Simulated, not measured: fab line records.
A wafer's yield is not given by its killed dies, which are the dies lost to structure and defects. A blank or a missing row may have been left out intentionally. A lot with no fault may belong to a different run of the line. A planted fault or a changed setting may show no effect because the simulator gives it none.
One fault through the eyes of 2 desks / flow nand_harc / only its own numbers are on each desk; what lay behind them is given at the end

FROM THE METROLOGY DESK
Means of the sampled wafers that have a number, per lot and without regard to the tool the lot ran on: this is what the gauges read. Marked OUT: a lot whose mean sits more than 4 standard deviations from the usual mean, which makes it out of limits; the brackets give that distance.
Columns: A = cd_nm at NHARC_P_M0_CD_MEAS_09, usual 89.7 nm; B = overlay_x_nm at NHARC_P_M0_OVL_MEAS_10, usual -0.1 nm; C = overlay_y_nm at NHARC_P_M0_OVL_MEAS_10, usual -0.1 nm
lot=L417; first seen here=day 6 01:16; A=90.4; B=1.2; C=-0.6
lot=L419; first seen here=day 6 13:58; A=89.7; B=-0.6; C=0.6
lot=L420; first seen here=day 6 14:07; A=89.4; B=0.0; C=0.7
lot=L421; first seen here=day 6 16:56; A=89.1; B=-0.8; C=0.8
lot=L422; first seen here=day 7 00:16; A=89.5; B=-1.2; C=-0.2
lot=L428; first seen here=day 9 01:48; A=88.7; B=1.3; C=-0.2
lot=L432; first seen here=day 9 11:08; A=90.7; B=0.2; C=1.6
lot=L431; first seen here=day 9 11:46; A=88.9; B=0.6; C=0.5
lot=L434; first seen here=day 10 01:03; A=90.1; B=0.0; C=-0.7
lot=L436; first seen here=day 10 17:06; A=89.9; B=-0.3; C=-0.7
lot=L439; first seen here=day 11 06:26; A=90.5; B=-0.5; C=0.5
lot=L440; first seen here=day 11 15:09; A=89.7; B=0.6; C=-0.7
Result from this desk: across the 12 lots, nothing is out of limits.

FOR THE TOOL OWNER'S DESK: litho_track-06
The tool's own readings at NHARC_P_M0_PEB_07 (peb time 65 s): means of the sampled wafers that have a number, for each lot that ran on this tool. Marked OUT: a lot whose mean sits more than 4 standard deviations from the usual mean, which makes it out of limits; the brackets give that distance.
Columns: A = heater_power_total_W at NHARC_P_M0_PEB_07, usual 156.6 W
lot=L420; first seen here=day 6 14:02; A=156.4
lot=L421; first seen here=day 6 16:51; A=156.5
lot=L428; first seen here=day 9 01:43; A=158.6 (+5.0) OUT
lot=L431; first seen here=day 9 11:41; A=157.5
This desk's verdict: out of limits on L428, starting with L428 at day 9 01:43 (heater_power_total_W at NHARC_P_M0_PEB_07). In limits: L420, L421, L431.

TAKEN TOGETHER
At day 9 01:43, on L428, the tool owner's desk was in a position to raise an alarm.
From the metrology desk's view, nothing was out of limits.
The metrology desk has L428 on record, within its limits.
All the named lots went through NHARC_P_M0_PEB_07 on litho_track-06.

WHAT WAS PUT IN BY THE SIMULATOR
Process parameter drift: litho_track-06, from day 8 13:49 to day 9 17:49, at NHARC_P_M0_PEB_07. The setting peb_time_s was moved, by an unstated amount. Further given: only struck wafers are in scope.
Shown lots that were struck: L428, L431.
How many hours passed from the start of the fault until each desk's first out-of-limits reading: the tool owner's desk, 12.
